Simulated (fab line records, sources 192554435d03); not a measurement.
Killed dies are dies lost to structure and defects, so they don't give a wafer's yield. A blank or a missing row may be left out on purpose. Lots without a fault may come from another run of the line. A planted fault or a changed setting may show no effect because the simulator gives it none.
fab line records | flow n5_finfet
record lots=4 wafers=12 last_day=18
route steps=1938 shown BEOL_M4@1096 BEOL_M5@1112 PASSIVATION@1936
lots that met no fault: from a run of the same line without faults
start_h: hours from the record's first day to the start of the lot's first wafer shown | wait_h: hours since the lot's step before | " the same as in the row above | L1.1+2: a row that stands for several wafers | - no value, or no start given | * or withheld: withheld | < > ~ a bound
route shown NAME@n: a module of which the file shows steps, and the number in the route of the first | usual: mean/standard deviation of fault-free wafers | same: alike in all rows | chamber/n: place in a boat | sites: the reading at each site | _std_site: their standard deviation | _edge_site: outer sites' mean less inner sites' | radius_mm: how far each site lies from the wafer's centre | mask NAME#n: copy n | behind: the tool/chamber that last shaped the wafer | hold: why the lot was held/for how many hours/how that ended | device: the transistor (n, p or np) that didn't switch | end of line: the same wafers' tests at the end of the route | a step without rows: its recipe alone | killed: dies lost to structure and defects at the first sort, not the wafer's yield | map: a wafer's dies, x killed, . not, _ none there
set.NAME: the setting as run; set.NAME@STEP: as run at that earlier step | model.NAME: the simulator's own value behind a step, which no gauge read
lots at some steps of the route; a table a step, a row a wafer
services: from which hour (start_h, from the record's first day; less than 0 if before it) a tool's chamber was out of use, for how many hours, and why
## steps
# step N5_BEOL_M4_SPUTTER_92
# recipe material=Cu target_thk_a=45 temp_c=-20 chamber_pressure_pa=0.07 power_w=withheld time_s=8.29
# step N5_BEOL_M4_ANNEAL_93
# recipe temp_c=400 time_s=240 ambient=vacuum
# step N5_BEOL_M4_SPUTTER_94
# recipe material=Cu target_thk_a=45 temp_c=-20 chamber_pressure_pa=0.07 power_w=withheld time_s=8.29
# step N5_BEOL_M4_ANNEAL_95
# recipe temp_c=400 time_s=240 ambient=vacuum
# step N5_BEOL_M4_SPUTTER_96
# recipe material=Cu target_thk_a=45 temp_c=-20 chamber_pressure_pa=0.07 power_w=withheld time_s=8.29
# step N5_BEOL_M4_ECD_50
# recipe material=Cu target_thk_a=3000
# step N5_BEOL_M4_ANNEAL_51
# recipe temp_c=225 time_s=90 ambient=N2
# step N5_BEOL_M4_CMP_52
# recipe stop_on=SiOC t_overpolish_s=6.8 down_force_psi=1 platen_rpm=50 clearing_platen_down_force_psi=1.5 clearing_platen_rpm=50 post_cmp_clean=cu_alkaline target_thk_nm=40 clearing_platen_pad_velocity_m_s=0.99484 pad_velocity_m_s=0.99484
# step N5_BEOL_M4_PRE_CLEAN_60
# recipe gas=NH3/H2 time_s=15 temp_c=* rf_power_w=300
# step N5_BEOL_M4_CO_CAP_55
# recipe material=Co target_thk_a=20 temp_c=200 precursor=CCTBA/H2 pressure_torr=30 time_s=102.1
# step N5_BEOL_M4_PRE_CLEAN_56
# recipe gas=NH3 time_s=15 temp_c=withheld rf_power_w=300
# step N5_BEOL_M4_DEP_57
# recipe material=SiCN target_thk_a=80 temp_c=withheld precursor=3MS/NH3 pressure_torr=3 rf_w=202 time_s=14
# usual chamber_pressure_Torr=3.000/0.0062 showerhead_plenum_p_Torr=3.668/0.012 showerhead_vpp_V=872/17 throttle_valve_pct=9.2/0.37
# columns lot.wafer tool chamber start_h wait_h chamber_pressure_Torr showerhead_plenum_p_Torr showerhead_vpp_V throttle_valve_pct
L683.3 pecvd-04 0 188.88 0.0 3.001 3.650 841 9.5
L683.4 " 0 " " 3.014 3.661 843 9.4
L683.6 " 1 " " 3.007 3.669 881 9.3
L694.2 pecvd-04 2 252.51 0.0 3.003 3.642 862 9.2
L694.3 " 1 " " 3.001 3.663 890 9.4
L694.4 " 0 " " 3.012 3.664 836 9.4
L695.1 pecvd-04 1 255.44 0.0 3.007 3.655 889 9.4
L695.2 " 2 " " 2.991 3.639 871 9.2
L695.4 " 1 " " 2.998 3.661 895 9.3
L702.2 pecvd-03 0 314.62 0.0 3.003 3.674 881 10.0
L702.4 " 2 " " 2.993 3.675 882 8.8
L702.6 " 0 " " 3.011 3.674 878 10.2
# step N5_BEOL_M4_INSPECT_59
# recipe inspect_instrument=darkfield mode=post_dep
# usual raw_defect_count=71/22
# columns lot.wafer tool chamber start_h wait_h raw_defect_count
L683.3 defect_inspect-01 - 188.98 0.0 64
L683.4 " - " " 65
L683.6 " - " " 60
L694.2 defect_inspect-02 - 252.61 0.0 941
L694.3 " - " " 965
L694.4 " - " " 1007
L695.1 defect_inspect-02 - 255.54 0.0 1013
L695.2 " - " " 1041
L695.4 " - " " 982
L702.2 defect_inspect-02 - 314.72 0.0 65
L702.4 " - " " 67
L702.6 " - " " 67
# step N5_BEOL_M4_RC_MEAS_101
# usual DIBL_N=36.4/1.2 DIBL_P=36.1/1.6 IOFF_N=0.156/0.024 IOFF_P=0.21/0.031 ION_N=674/11 ION_P=463/6.9 SS_N=71.5/0.5 SS_P=73.2/0.55 VT_N=250.0/2.9 VT_P=-250/3.6
# columns lot.wafer tool chamber start_h wait_h DIBL_N[mV/V] DIBL_P[mV/V] IOFF_N[nA/um] IOFF_P[nA/um] ION_N[uA/um] ION_P[uA/um] SS_N[mV/dec] SS_P[mV/dec] VT_N[mV] VT_P[mV]
L683.3 prober-02 0 189.31 0.3 35.0 37.1 0.157 0.21 680 462 71.5 73.1 248.7 -252
L683.4 " 0 " " 36.7 38.0 0.191 0.24 685 460 71.6 73.1 248.1 -250
L683.6 " 0 " " 36.0 37.1 0.172 0.22 684 469 71.7 73.3 246.0 -252
L694.2 prober-02 0 252.79 0.2 35.6 34.5 0.134 0.17 661 452 71.4 73.2 255.2 -256
L694.3 " 0 " " 36.0 35.8 0.162 0.19 686 462 71.6 73.8 251.0 -252
L694.4 " 0 " " 37.4 37.1 0.163 0.20 673 455 71.3 73.6 251.6 -255
L695.1 prober-01 0 255.56 0.0 37.4 36.3 0.155 0.20 677 465 71.1 73.5 248.3 -249
L695.2 " 0 " " 38.5 37.1 0.172 0.22 673 461 72.1 73.4 249.0 -252
L695.4 " 0 " " 36.7 34.3 0.137 0.18 659 454 71.8 72.5 252.5 -251
L702.2 prober-01 0 314.90 0.2 37.0 36.9 0.183 0.20 695 463 72.7 73.8 246.0 -251
L702.4 " 0 " " 36.7 36.2 0.167 0.18 680 458 71.1 73.9 249.4 -254
L702.6 " 0 " " 35.6 35.2 0.154 0.17 679 457 72.1 73.0 247.6 -254
# step N5_BEOL_M5_ILD_DEP_00
# recipe material=SiCOH_lowk target_thk_a=1406.4 temp_c=300 precursor=DEMS/porogen pressure_torr=5 rf_w=500 time_s=25.9
# step N5_BEOL_M5_CURE_79
# recipe temp_c=385 time_s=240 ambient=He/Ar material=SiCOH_lowk
# step N5_BEOL_M5_PECVD_70
# recipe material=SiO2 target_thk_a=160 temp_c=400 precursor=TEOS/O2 pressure_torr=5.5 rf_w=450 teos_flow_sccm=53.8 gas=O2 flow_sccm=3000 time_s=18
# step N5_BEOL_M5_HM_DEP_02
# recipe material=TiN target_thk_a=200 temp_c=25 chamber_pressure_pa=0.49996
# step N5_BEOL_M5_COAT_59
# recipe resist=SOC temp_c=250 time_s=60 spin_rpm=1500 resist_thk_nm=60
# step N5_BEOL_M5_COAT_60
# recipe resist=SiARC temp_c=220 time_s=60 spin_rpm=1500 resist_thk_nm=12
# step N5_BEOL_M5_COAT_71
# recipe resist=underlayer temp_c=205 time_s=60 spin_rpm=1500 resist_thk_nm=5
# step N5_BEOL_M5_COAT_05
# recipe resist=CAR-EUV spin_rpm=1500 resist_thk_nm=30
# step N5_BEOL_M5_EBR_07
# recipe solvent=PGMEA ebr_width_mm=1.5
# step N5_BEOL_M5_SOFTBAKE_06
# recipe temp_c=110 time_s=60 resist=CAR-EUV
# step N5_BEOL_M5_EXPOSE_08
# recipe mask_id=M5 na=0.33 source_shape=annular sigma_inner=0.4 sigma_outer=0.8 polarization=unpolarized target_cd_nm=28 dose_mj=35.75
# step N5_BEOL_M5_PEB_09
# recipe peb_temp_c=100 peb_time_s=60 resist=CAR-EUV
# step N5_BEOL_M5_DEVELOP_10
# recipe develop_time_s=30 developer=TMAH resist=CAR-EUV rinse_liquid=surfactant_rinse dry=air_spin dev_temp_c=23
# step N5_BEOL_M5_INSPECT_13
# recipe mode=adi inspect_instrument=brightfield
# usual raw_defect_count=385/82
# columns lot.wafer tool chamber start_h wait_h raw_defect_count
L683.3 defect_inspect-02 - 191.64 0.1 300
L683.4 " - " " 278
L683.6 " - " " 404
L694.2 defect_inspect-02 - 255.68 0.0 1228
L694.3 " - " " 1246
L694.4 " - " " 1312
L695.1 defect_inspect-02 - 258.66 0.1 1309
L695.2 " - " " 1386
L695.4 " - " " 1248
L702.2 defect_inspect-01 - 318.03 0.0 447
L702.4 " - " " 435
L702.6 " - " " 426
# step N5_BEOL_M5_DESCUM_16
# recipe chemistry=O2 time_s=7 source_power_w=50 bias_power_w=20 pressure_mtorr=20 rf_frequency_hz=2.712e+07 temp_c=40 resist=CAR-EUV o2_flow_sccm=225
# step N5_PASSIVATION_PROBE_49
# usual defect_limited_yield=91.4/1.5 killed_at_M0_to_M3=31/11 killed_at_M4_up=13/5.5 killed_at_contacts=13/6.3 killed_at_front_end=40/13 killed_at_other=3.3/2.6 killed_dies=101/18 killed_open=67/13 killed_short=33/7.9 sort_bin_5_function=5.1/1 sort_bin_6_memory=3.2/0.68 sort_n_pass=1079/18 sort_yield_pct=91.4/1.5
# same gross_dies=1180 killed_at_back_side=0 sort_bin_4_leakage[%]=0 sort_bin_8_speed[%]=0
# columns lot.wafer tool chamber start_h wait_h defect_limited_yield[%] killed_at_M0_to_M3 killed_at_M4_up killed_at_contacts killed_at_front_end killed_at_other killed_dies killed_open killed_short sort_bin_5_function[%] sort_bin_6_memory[%] sort_n_pass sort_yield_pct[%]
L694.2 prober-01 - 354.27 0.1 83.4 29 101 6 55 5 196 61 46 9.6 4.2 984 83.4
L694.3 prober-01 - 354.32 0.1 76.1 56 157 14 51 4 282 99 42 15.9 4.9 898 76.1
L694.4 prober-01 - 354.37 0.2 79.8 30 156 11 36 5 238 69 29 13.8 3.5 942 79.8
L695.1 prober-02 - 359.06 0.0 80.3 48 146 5 32 2 233 65 33 10.4 5.2 947 80.3
L695.2 prober-02 - 359.11 0.1 81.3 40 97 11 68 5 221 87 47 10.2 5.3 959 81.3
L695.4 prober-02 - 359.21 0.2 77.5 49 160 18 37 2 266 83 44 13.8 5.1 914 77.5
# killed by level:class
L694.2 BEOL_M4:unspecified=87 FIN_SAQP:geometric_particle:short=21 FIN_SAQP:geometric_particle:open=15 BEOL_M4:geometric_particle:open=7 BEOL_M3:geometric_particle:short=5 BEOL_M3:geometric_particle:open=5 STARTING-WAFER:geometric_particle:open=4 MOL_CONTACT_COAG:geometric_particle:open=4
L694.3 BEOL_M4:unspecified=141 FIN_SAQP:geometric_particle:short=16 BEOL_M0_SAQP:geometric_particle:open=15 BEOL_M3:geometric_particle:open=14 FIN_SAQP:geometric_particle:open=13 MOL_CONTACT_COAG:geometric_particle:open=13 BEOL_M0_SAQP:geometric_particle:short=11 BEOL_M2:geometric_particle:open=6
L694.4 BEOL_M4:unspecified=138 BEOL_M3:geometric_particle:open=18 FIN_SAQP:geometric_particle:short=10 MOL_CONTACT_COAG:geometric_particle:open=9 BEOL_M4:geometric_particle:open=7 FIN_SAQP:geometric_particle:open=5 DUMMY_GATE:geometric_particle:open=4 PAD_METAL:geometric_particle:open=4
L695.1 BEOL_M4:unspecified=135 BEOL_M0_SAQP:geometric_particle:short=11 BEOL_M4:geometric_particle:open=10 BEOL_M0_SAQP:geometric_particle:open=9 BEOL_M1:geometric_particle:open=9 FIN_SAQP:geometric_particle:short=7 BEOL_M3:geometric_particle:open=7 DUMMY_GATE:geometric_particle:open=6
L695.2 BEOL_M4:unspecified=87 FIN_SAQP:geometric_particle:open=15 STI_FIN_REVEAL:geometric_particle:open=13 BEOL_M3:geometric_particle:open=10 BEOL_M0_SAQP:geometric_particle:short=10 FIN_SAQP:geometric_particle:short=9 MOL_CONTACT_COAG:geometric_particle:open=9 STI_FIN_REVEAL:geometric_particle:short=8
L695.4 BEOL_M4:unspecified=139 BEOL_M4:geometric_particle:open=12 MOL_CONTACT_COAG:geometric_particle:open=12 BEOL_M0_SAQP:geometric_particle:open=11 BEOL_M0_SAQP:geometric_particle:short=10 BEOL_M1:geometric_particle:open=10 FIN_SAQP:geometric_particle:open=8 BEOL_M3:geometric_particle:open=7
# map L694.3 (x killed, . not)
_________________............________________
______________.......x.....x...._____________
___________...x....xx...xx.........__________
__________.........................._________
________.x.......x.......x......x.x..x_______
_______.........x..x..x................______
______...x..x.....................x.x.x._____
_____..............x....x..........x.....____
____.....x.......x.....x......xx......x...___
___.......x..x..........x..............xx..__
___....x...x.x..x..........................__
__............x.....x..x....x.....x........._
__.............x.....xx........x............_
_..x......x..x........x...xx..........x....x.
_.x............x..x.x..........x..........x..
_..x...................x........x...x.....x.x
_...............x..x......x...xx......xxx....
_...x......................xx......x.......x.
_.x..x.....x..x...x....x.x.x..x..xx..x..x....
_........x..x..........xxx.xxxxx.x........x.x
_.......x..x.x.....x.xxxxxxxxxxxx..xx......x.
__.............xxx.x..xxxxxxxxxxxx.........._
__..................xxxxxxxxxxxxx..x....xx.._
___...............x.x.xxxxxxxxxxxxxx.......__
___................xxxxxxxxxxxxxxxx....xx.x__
____.....x..x...xx..xx.xxxxxxxxxxxxx..xx..___
_____x.x...........x..xxxxxxxxxxxxxx.....____
______............x..xxxxxxxxxxxx.x....._____
_______...............xxxxxxxxxx...x...______
________.........x.....xxxxxxxxxx....x_______
__________.......xx..x...x.xx.x....x_________
___________........x......xxx..x...__________
______________.................._____________
_________________...........x________________
# map L695.4 (x killed, . not)
_________________....x.......________________
______________.............x...._____________
___________..xxx..........x..x...x.__________
__________x..x...x...........x......_________
________......x...................x..._______
_______.......x...................xx...______
______.....x.....x....xx...x............_____
_____........x.....................x.....____
____..........................x...........___
___.............x..................x....x..__
___.xx.xx............................xx...x__
__.........x..x...............x....x....x..._
__....x.x.............................x.x..._
_................x...................x.......
_xx............................x.............
_..x....................xx..x................
_...x.x.....x.........x....xx.x...x......xx..
_....xx...x......x.........xx..x..x..x.......
_x..........x......x...xxx....x....xx...x....
_............x...x.x.....xxxxxx........xx.x..
_...x......x.xx.x.x.x.xxxxxxxxxxxxxx.........
__......x............xx.xxxxxxxxxx....xx...._
__...........x....x..xxxxxxxxxxxxxxx...xx..._
___.............x.....xxxxxxxxxxxxx.x.x....__
___.x...........x...xxxxxxxxxxxxxxx.x.....x__
____..x........x....xxxxxxxxxxxxx.x..x....___
_____x..........x.x.xxxxxxxxxxxxxxxxx....____
______.....x.........xxx.xxxxxxx.xx....._____
_______...............xx.xxxxx.xxxx....______
________............x.x.xxxx...xx..x.._______
__________x....x.x.........xxx.x.x.._________
___________x.x...................x.__________
______________x................._____________
_________________............________________
## services
# columns tool chamber start_h hours kind
pecvd-04 0 190.36 5.5 scheduled_down
pecvd-04 2 234.50 16.5 scheduled_down
pecvd-03 - 254.41 2.8 pm
pecvd-03 1 304.93 5.0 scheduled_down
## key
first_sign step=N5_BEOL_M4_INSPECT_59 reading=raw_defect_count direction=up sigmas=42 usual=71 struck=992
effect step=N5_BEOL_M5_INSPECT_13 reading=raw_defect_count direction=up sigmas=11 usual=385 struck=1288
effect step=N5_PASSIVATION_PROBE_49 reading=killed_at_M4_up direction=up sigmas=22 usual=13 struck=136
more_kills_born_at N5_BEOL_M4_DEP_57@pecvd-04=727
met_at N5_BEOL_M4_DEP_57
struck_wafers L694.2,L694.3,L694.4,L695.1,L695.2,L695.4
onset_between 188.88 252.51
fault kind=chamber_particle_source tool=pecvd-04 chamber=- onset_h=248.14 steps=N5_BEOL_M4_DEP_57 rate_per_visit_cm2=1.3501 end_h=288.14
